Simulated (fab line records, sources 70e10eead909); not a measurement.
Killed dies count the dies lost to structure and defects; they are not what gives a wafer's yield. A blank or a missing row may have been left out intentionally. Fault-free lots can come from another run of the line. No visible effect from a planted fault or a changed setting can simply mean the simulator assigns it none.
fab line records | flow nand-harc
record lots=6 wafers=18 last-day=30
route steps=1302 shown A_CHANNEL_FILL_D1@492 A_DECK1_JOINT@518 END@1302
lots that met no fault: taken from a fault-free run of the same line
start-h: the number of hours between the record's first day and the start of the first shown wafer of the lot | wait-h: hours elapsed since this lot's preceding step | " the same as in the row above | L1.1+2: a row that stands for several wafers | - no value present, or no start provided | * or withheld: withheld | < > ~ a bound
route shown NAME@n: names a module that has steps shown in the file, with the first one's number in the route | usual: mean/standard deviation taken from wafers without a fault | same: alike in all rows | chamber/n: place in a boat | sites: readings site by site | _std_site: standard deviation of those values | _edge_site: outer sites' mean less inner sites' | radius-mm: for every site, how far away it sits from the centre of the wafer | mask NAME#n: copy n | behind: the most recent tool/chamber to have shaped the wafer | hold: reason for holding the lot/hours on hold/outcome of the hold | device: transistor that didn't switch, given as n, p or np | end of line: the route-end tests of the same wafers | a step without rows: its recipe alone | killed: at the first sort, the dies lost to defects and structure; wafer yield is something else | map: the dies of a wafer, with x for killed, . for not killed, _ for no die there
set.NAME: the setting the step ran with; set.NAME@STEP: the setting that earlier step ran with | model.NAME: the simulator's own value behind a step, which no gauge read
lots at some steps of the route; a table a step, a row a wafer
services: the hour from which a tool's chamber was out of use, counted from the record's first day as start-h (under 0 if before that day), plus the number of hours and why
## steps
# step NHARC_A_CHANNEL_FILL_D1_ALD_02
# recipe target-thk-a=60 pulse-time-s=10 ald-cycles=60 temp-c=300 material=SiO2
# usual heater-power-w=486/67 precursor-pulse-height-rel=1.001/0.021
# columns lot.wafer tool chamber start-h wait-h heater-power-w precursor-pulse-height-rel
L622.4 ald-hk-01 1 209.39 - 444 1.020
L622.1 " 3 " " 404 1.027
L622.3 " 0 " " 615 0.980
L626.4 ald-hk-01 3 232.51 - 404 0.984
L626.6 " 3 " " 410 1.014
L626.5 " 0 " " 619 0.998
L629.3 ald-hk-01 2 259.01 - 440 1.002
L629.4 " 3 " " 413 1.034
L629.6 " 2 " " 433 0.998
L634.2 ald-hk-02 0 329.68 - 463 0.995
L634.3 " 2 " " 552 0.995
L634.5 " 3 " " 424 1.052
L635.4 ald-hk-02 0 337.70 - 462 0.981
L635.3 " 1 " " 516 0.995
L635.6 " 1 " " 529 0.985
L636.4 ald-hk-01 0 346.05 - 628 0.999
L636.2 " 2 " " 434 0.980
L636.5 " 1 " " 447 1.004
# step NHARC_A_CHANNEL_FILL_D1_ALD_03
# recipe target-thk-a=60 pulse-time-s=60 ald-cycles=58 temp-c=630 pressure-torr=2 material=SiNx
# usual precursor-pulse-height-rel=1.000/0.019
# columns lot.wafer tool chamber start-h wait-h precursor-pulse-height-rel
L622.1 ald-sin-batch-02 0 - - 0.980
L622.3 " 0 " " 1.019
L622.4 " 0 " " 1.000
L626.4 ald-sin-batch-02 0 - - 0.982
L626.5 " 0 " " 1.001
L626.6 " 0 " " 1.004
L629.3 ald-sin-batch-03 0 - - 1.005
L629.4 " 0 " " 1.040
L629.6 " 0 " " 1.003
L634.2 ald-sin-batch-01 0 - - 0.982
L634.3 " 0 " " 1.015
L634.5 " 0 " " 0.979
L635.3 ald-sin-batch-03 0 - - 1.035
L635.4 " 0 " " 0.995
L635.6 " 0 " " 0.992
L636.2 ald-sin-batch-03 0 - - 1.005
L636.4 " 0 " " 0.997
L636.5 " 0 " " 1.020
# step NHARC_A_CHANNEL_FILL_D1_ALD_14
# recipe target-thk-a=25 pulse-time-s=10 ald-cycles=25 temp-c=300 material=SiO2
# step NHARC_A_CHANNEL_FILL_D1_ALD_15
# recipe target-thk-a=20 pulse-time-s=60 ald-cycles=19 temp-c=630 pressure-torr=2 material=SiNx
# step NHARC_A_CHANNEL_FILL_D1_ALD_16
# recipe target-thk-a=15 pulse-time-s=10 ald-cycles=15 temp-c=300 material=SiO2
# step NHARC_A_CHANNEL_FILL_D1_ANNEAL_17
# recipe temp-c=850 time-s=1800
# step NHARC_A_CHANNEL_FILL_D1_CVD_18
# recipe target-thk-a=30 temp-c=550 material=poly-Si
# step NHARC_A_CHANNEL_FILL_D1_ETCHBACK_19
# recipe target-depth-a=50 time-s=1.7 hbr-flow-sccm=150 cl2-flow-sccm=50 rf-w=400 icp-w=400 bias-w=100 chemistry=HBr/Cl2
# usual drypump-motor-current-A=5.6/0.42 oes-product-au=0.998/0.013 throttle-valve-pct=26.405/0.0093
# same time-s=1.7
# columns lot.wafer tool chamber start-h wait-h drypump-motor-current-A oes-product-au rf-hours-counter-h throttle-valve-pct
L622.3 rie-si-03 1 231.09 0.4 4.9 0.987 0 26.406
L622.4 " 2 " " 5.2 1.023 0 26.383
L622.1 " 0 " " 5.5 0.989 0 26.403
L626.4 rie-si-02 0 256.52 0.4 5.5 1.007 0.92 26.416
L626.5 " 3 " " 5.6 0.978 - 26.399
L626.6 " 0 " " 5.5 0.996 - 26.391
L629.3 rie-si-05 1 282.96 0.4 6.0 0.996 0.84 26.402
L629.4 " 2 " " 6.7 1.020 0.89 26.397
L629.6 " 1 " " 6.0 1.001 - 26.415
L634.3 rie-si-05 1 355.68 0.4 6.0 1.008 0.30 26.398
L634.2 " 3 " " 5.5 0.992 0.25 26.407
L634.5 " 1 " " 6.0 1.009 - 26.416
L635.3 rie-si-02 0 362.17 0.4 5.5 1.020 0.53 26.405
L635.4 " 1 " " 5.4 1.001 0.48 26.423
L635.6 " 0 " " 5.6 1.029 - 26.396
L636.4 rie-si-02 3 370.31 0.4 5.6 1.002 0.57 26.418
L636.2 " 0 " " 5.5 1.021 0.59 26.395
L636.5 " 3 " " 5.6 0.995 - 26.407
# step NHARC_A_CHANNEL_FILL_D1_ETCHBACK_20
# recipe target-depth-a=270 time-s=13.5 c4f8-flow-sccm=withheld o2-flow-sccm=8 ar-flow-sccm=withheld rf-w=600 bias-w=1500 chemistry=C4F8/O2/Ar
# step NHARC_A_CHANNEL_FILL_D1_STRIP_28
# recipe time-s=20 o2-flow-sccm=500 ar-flow-sccm=0 bias-w=0 chemistry=O2
# step NHARC_A_CHANNEL_FILL_D1_PRECLEAN_21
# recipe time-s=30 chemistry=dHF
# step NHARC_A_CHANNEL_FILL_D1_SRD_23
# step NHARC_A_CHANNEL_FILL_D1_CVD_05
# recipe target-thk-a=50 temp-c=550 material=poly-Si
# usual tube-center-temp-C=550/0.054
# columns lot.wafer tool chamber start-h wait-h tube-center-temp-C
L622.1 lpcvd-poly-03 0 233.70 2.3 549.84
L622.3 " 0 " " 550.11
L622.4 " 0 " " 550
L626.4 lpcvd-poly-01 0 259.19 2.3 550.05
L626.5 " 0 " " 549.96
L626.6 " 0 " " 550.01
L629.3 lpcvd-poly-01 0 285.64 2.3 550.06
L629.4 " 0 " " 549.96
L629.6 " 0 " " 550.04
L634.2 lpcvd-poly-03 0 358.30 2.3 549.98
L634.3 " 0 " " 550.08
L634.5 " 0 " " 549.97
L635.3 lpcvd-poly-03 0 366.90 4.4 550.07
L635.4 " 0 " " 549.99
L635.6 " 0 " " 549.99
L636.2 lpcvd-poly-04 0 373.09 2.4 549.98
L636.4 " 0 " " 549.98
L636.5 " 0 " " 550.01
# step NHARC_A_CHANNEL_FILL_D1_ANNEAL_22
# recipe temp-c=620 time-s=7200
# step NHARC_A_CHANNEL_FILL_D1_ALD_25
# recipe target-thk-a=600 pulse-time-s=10 ald-cycles=600 temp-c=300 material=SiOx
# usual heater-power-w=492/68 precursor-pulse-height-rel=0.998/0.021
# columns lot.wafer tool chamber start-h wait-h heater-power-w precursor-pulse-height-rel
L622.4 ald-hk-01 0 243.00 0.1 622 1.031
L622.1 " 2 244.26 1.3 435 0.999
L622.3 " 3 " " 412 1.015
L626.4 ald-hk-04 3 268.44 0.1 475 1.014
L626.6 " 3 270.92 2.5 476 1.019
L626.5 " 0 " " 609 1.000
L629.4 ald-hk-04 1 295.57 0.7 468 0.983
L629.3 " 2 " " 451 1.004
L629.6 " 0 297.41 2.5 614 1.004
L634.3 ald-hk-02 3 368.32 0.7 430 0.983
L634.2 " 1 369.55 1.9 538 1.006
L634.5 " 2 " " 539 1.018
L635.4 ald-hk-04 3 376.75 0.7 473 0.951
L635.3 " 0 " " 617 0.956
L635.6 " 2 378.58 2.5 444 1.002
L636.4 ald-hk-01 3 382.70 0.1 403 1.004
L636.2 " 1 383.96 1.3 470 1.015
L636.5 " 0 385.84 3.2 612 1.001
# step NHARC_A_CHANNEL_FILL_D1_ETCHBACK_08
# recipe target-depth-a=2200 time-s=110 c4f8-flow-sccm=20 ar-flow-sccm=withheld rf-w=600 bias-w=300 chemistry=C4F8
# step NHARC_A_CHANNEL_FILL_D1_STRIP_29
# recipe time-s=20 o2-flow-sccm=500 ar-flow-sccm=0 bias-w=0 chemistry=O2
# step NHARC_A_CHANNEL_FILL_D1_PRECLEAN_30
# recipe time-s=30 chemistry=dHF
# step NHARC_A_CHANNEL_FILL_D1_SRD_31
# step NHARC_A_CHANNEL_FILL_D1_CVD_09
# recipe target-thk-a=1500 temp-c=620 pressure-mtorr=200 time-s=3000 material=poly-Si
# step NHARC_A_CHANNEL_FILL_D1_CMP_10
# recipe target-thk-nm=150
# step NHARC_A_CHANNEL_FILL_D1_SRD_12
# step NHARC_A_DECK1_JOINT_ETCHBACK_07
# recipe target-depth-a=1050 time-s=26.9 hbr-flow-sccm=150 rf-w=350 icp-w=350 bias-w=60 chemistry=HBr
# step NHARC_A_DECK1_JOINT_ETCH_25
# recipe target-depth-a=5 chemistry=dHF material=SiO2
# step NHARC_A_DECK1_JOINT_ETCH_19
# recipe temp-c=25 target-depth-a=30 chemistry=TMAH material=poly-Si
# step NHARC_A_DECK1_JOINT_ETCH_18
# recipe target-depth-a=30 chemistry=dHF material=SiO2
# step NHARC_A_DECK1_JOINT_WET_08
# recipe temp-c=160 time-s=86 chemistry=H3PO4
# step NHARC_A_DECK1_JOINT_ETCH_09
# recipe target-depth-a=50 chemistry=dHF material=SiO2
# step NHARC_A_DECK1_JOINT_WET_10
# recipe temp-c=160 time-s=86 chemistry=H3PO4
# step NHARC_A_DECK1_JOINT_ETCH_11
# recipe target-depth-a=350 chemistry=dHF material=SiO2
# step NHARC_A_DECK1_JOINT_CVD_12
# recipe target-thk-a=900 temp-c=620 pressure-mtorr=200 time-s=1800 material=poly-Si
# step NHARC_A_DECK1_JOINT_CMP_13
# recipe target-thk-nm=51.023
# usual motor-current-A=12.4/1.4 time-to-endpoint-s=9.2/2.9
# columns lot.wafer tool chamber start-h wait-h motor-current-A time-to-endpoint-s
L622.4 cmp-02 2 265.32 0.4 11.4 10.4
L622.3 " 3 " " 12.0 7.5
L622.1 " 1 " " 13.7 9.6
L626.4 cmp-03 0 290.58 0.4 12.3 7.7
L626.6 " 1 " " 15.6 12.4
L626.5 " 2 " " 12.9 8.0
L629.4 cmp-03 3 317.00 0.4 10.8 6.3
L629.3 " 1 " " 15.0 11.4
L629.6 " 3 " " 11.0 3.8
L634.2 cmp-04 3 389.93 0.4 13.4 11.6
L634.3 " 1 " " 13.0 12.3
L634.5 " 3 " " 13.6 11.8
L635.3 cmp-02 2 400.04 0.4 10.9 13.9
L635.4 " 0 " " 11.1 10.2
L635.6 " 3 " " 12.8 10.6
L636.2 cmp-03 2 407.38 0.4 12.7 5.7
L636.4 " 0 " " 13.5 7.5
L636.5 " 3 " " 10.6 5.8
# step NHARC_A_DECK1_JOINT_THK_MEAS_14
# recipe thk-meas-gauge=ellipsometry
# usual thk-nm=51.2/1.6
# columns lot.wafer tool chamber start-h wait-h thk-nm
L622.1 film-metro-02 - 265.58 0.2 51.6
L622.3 " - " " 51.9
L622.4 " - " " 51.1
L626.4 film-metro-02 - 290.76 0.2 49.1
L626.5 " - " " 51.0
L626.6 " - " " 51.1
L629.3 film-metro-01 - 317.23 0.2 51.5
L629.4 " - " " 52.8
L629.6 " - " " 49.0
L634.2 film-metro-01 - 390.16 0.2 53.6
L634.3 " - " " 54.3
L634.5 " - " " 51.6
L635.3 film-metro-02 - 400.30 0.2 51.4
L635.4 " - " " 50.0
L635.6 " - " " 49.2
L636.2 film-metro-01 - 407.64 0.2 49.3
L636.4 " - " " 50.5
L636.5 " - " " 49.8
# step NHARC_A_DECK1_JOINT_SRD_04
# step NHARC_A_DECK1_JOINT_ETCHBACK_00
# recipe target-depth-a=300 time-s=17.4 hbr-flow-sccm=150 rf-w=350 icp-w=350 bias-w=60 chemistry=HBr
# step NHARC_A_DECK1_JOINT_PRECLEAN_30
# recipe time-s=* temp-c=50 bath-age-min=0 chemistry=SC1
# step NHARC_A_DECK1_JOINT_SRD_31
# step NHARC_A_DECK1_JOINT_CVD_34
# recipe target-thk-a=200 temp-c=700 pressure-mtorr=300 material=SiNx
# step NHARC_END_SORT_01
# recipe temp-c=25
# usual killed-at-array=61/24 killed-at-other=1.2/1.3 killed-at-periphery=3.7/2.6 killed-dies=66/23 killed-open=3.3/1.8 killed-short=2.4/1.6
# same gross-dies=677
# columns lot.wafer tool chamber start-h wait-h killed-at-array killed-at-other killed-at-periphery killed-dies killed-open killed-short
L634.2 prober-01 0 704.75 2.8 154 0 2 156 1 5
L634.3 prober-01 0 705.55 3.1 151 4 4 159 2 1
L634.5 prober-01 0 707.14 3.7 156 0 4 160 0 2
L635.3 prober-01 0 718.16 3.1 152 4 0 156 3 0
L635.4 prober-01 0 718.96 3.4 145 3 1 149 2 2
L635.6 prober-01 0 720.56 4.0 142 0 2 144 4 2
# killed by level:class
L634.2 A_CHANNEL_FILL_D1:unspecified=98 A_CHANNEL_HOLE_D1:chamber-film-flake=30 A_DECK1_JOINT:chamber-film-flake=6 A_SLIT:chamber-film-flake=6 A_CHANNEL_HOLE_D2:chamber-film-flake=4 A_STAIRCASE:chamber-film-flake=4 A_ONON_D2:geometric-particle:short=2 P_STI:geometric-particle:short=1
L634.3 A_CHANNEL_FILL_D1:unspecified=104 A_CHANNEL_HOLE_D1:chamber-film-flake=27 A_CHANNEL_HOLE_D2:chamber-film-flake=7 A_STAIRCASE:chamber-film-flake=5 A_SLIT:chamber-film-flake=4 THIN_TSV:chamber-film-flake=4 P_GATE:chamber-film-flake=2 P_CONTACT:geometric-particle:open=1
L634.5 A_CHANNEL_FILL_D1:unspecified=101 A_CHANNEL_HOLE_D1:chamber-film-flake=36 A_SLIT:chamber-film-flake=6 A_STAIRCASE:chamber-film-flake=5 A_CHANNEL_HOLE_D2:chamber-film-flake=4 P_CONTACT:chamber-film-flake=2 A_CHANNEL_FILL_D2:chamber-film-flake=2 A_CHANNEL_FILL_D2:geometric-particle:short=1
L635.3 A_CHANNEL_FILL_D1:unspecified=103 A_CHANNEL_HOLE_D1:chamber-film-flake=33 A_SLIT:chamber-film-flake=6 A_STAIRCASE:chamber-film-flake=4 THIN_TSV:chamber-film-flake=4 A_WL_FILL:geometric-particle:open=2 A_CHANNEL_HOLE_D2:chamber-film-flake=2 A_CHANNEL_HOLE_D2:geometric-particle:open=1
L635.4 A_CHANNEL_FILL_D1:unspecified=102 A_CHANNEL_HOLE_D1:chamber-film-flake=28 A_STAIRCASE:chamber-film-flake=4 A_SLIT:chamber-film-flake=3 A_CONTACT:chamber-film-flake=3 A_SGD_CUT:chamber-film-flake=2 THIN_TSV:chamber-film-flake=2 P_CONTACT:geometric-particle:open=1
L635.6 A_CHANNEL_FILL_D1:unspecified=99 A_CHANNEL_HOLE_D1:chamber-film-flake=26 A_SLIT:chamber-film-flake=4 A_CONTACT:chamber-film-flake=4 A_CHANNEL_FILL_D1:geometric-particle:open=2 A_STAIRCASE:chamber-film-flake=2 P_GATE:geometric-particle:open=1 P_GATE:geometric-particle:short=1
# map L634.5 (x killed, . not)
____________.____________
_________......._________
_______..........._______
______.x.......x.xx______
_____.........xxxxxx_____
____.....x...xxxxxx.x____
____.........xxxxxxx.____
___....x...x.xxxxxxxx.___
___....x.x..xxxxxxxxxx___
__....xx..xxxxxxxxxxx..__
__.....xxxx.xxxxxxxxx..__
_......xxxxxxxxxxxxxxx.._
_.......xxxxxxxxxxxxx..._
_.......xxxx.xxxxxxx...x_
_....x..xx.x..xxxxxxxx.._
_..............xxxxx...._
...........xx.x..xxx.....
.......x........xx....x..
.....x..x.x..............
......x..............x...
...x.....................
_........x.............._
_......................._
_....................x.._
_......................._
_......................._
__...............x.....__
__............xxxx.....__
___......x..........x.___
___..x.........x......___
____.............x...____
____x..........x.....____
_____..............._____
______.............______
_______..........._______
_________......._________
____________.____________
# map L635.3 (x killed, . not)
____________.____________
_________......._________
_______.........x._______
______..........xx.______
_____........xxxxxxx_____
____........xxxxxxxx.____
____.....xx..xxxxxxx.____
___...x.....xxxxxxxx..___
___...x.x..xxxxxxxxxx.___
__..x.x.xxxxxxxxxxxxxx.__
__...x.xxxxxxxxxxxxxxx.__
_x.....x.x.xxxxxxxxxxx.._
_....x.x.xxxxxxxxxxxx..._
_.......xxxxx.xxxxxxx..._
_......xx.xx.xxxxxxx...._
_.....x...x..x.xxxx....._
...........x.....xx......
...x...........x.........
....x....................
.........................
.........................
_......................._
_......................._
_................x......_
_...................x..._
_...................x..._
__....x.........x......__
__...............x.....__
___..........x.x......___
___...................___
____...x.............____
____...........x.....____
_____x...........x.._____
______.............______
_______..........._______
_________......._________
____________.____________
## services
# columns tool chamber start-h hours kind
cmp-04 - 187.37 1.6 repair
cmp-04 - 211.45 4.0 pm
rie-si-02 2 212.03 11.7 repair
rie-si-03 - 221.00 9.0 pm
cmp-03 - 235.87 3.0 repair
cmp-02 - 241.66 2.0 repair
cmp-02 - 243.69 4.0 pm
ald-hk-04 - 255.53 10.0 pm
cmp-03 - 260.14 4.0 pm
ald-sin-batch-02 - 266.00 26.0 pm
rie-si-02 - 277.00 9.0 pm
cmp-02 - 283.40 17.6 repair
cmp-04 - 302.63 1.3 repair
rie-si-05 - 305.00 9.0 pm
cmp-04 - 309.45 4.0 pm
cmp-04 - 327.90 0.9 repair
cmp-02 - 341.69 4.0 pm
ald-hk-02 - 351.64 10.0 pm
cmp-03 - 358.14 4.0 pm
lpcvd-poly-04 - 358.18 8.9 repair
cmp-02 - 363.56 3.4 repair
lpcvd-poly-03 - 386.44 26.0 pm
cmp-02 - 390.06 0.6 repair
cmp-03 - 399.69 7.1 repair
## key
first-sign step=NHARC_END_SORT_01 reading=killed-dies direction=up sigmas=3.8 usual=66 struck=154
effect step=NHARC_END_SORT_01 reading=killed-at-array direction=up sigmas=3.8 usual=61 struck=150
more-kills-born-at NHARC_A_CHANNEL_FILL_D1_CVD_05@lpcvd-poly-03=607
met-at NHARC_A_CHANNEL_FILL_D1_CVD_05
struck-wafers L634.2,L634.3,L634.5,L635.3,L635.4,L635.6
tester-left-out L634,L635
onset-between 233.70 358.30
also-fits NHARC_A_CHANNEL_FILL_D1_ALD_02:ald-hk-02
fault kind=chamber-particle-source tool=lpcvd-poly-03 chamber=- onset-h=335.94 steps=NHARC_A_CHANNEL_FILL_D1_CVD_05 rate-per-visit-cm2=1.8153 end-h=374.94
# tester-left-out: of these lots the tester's yield and bins aren't shown, on N5 and GAA mostly nor the transistor test; their killed dies are dies lost to structure and defects alone, not to doping, threshold or leakage, so they don't give the yield
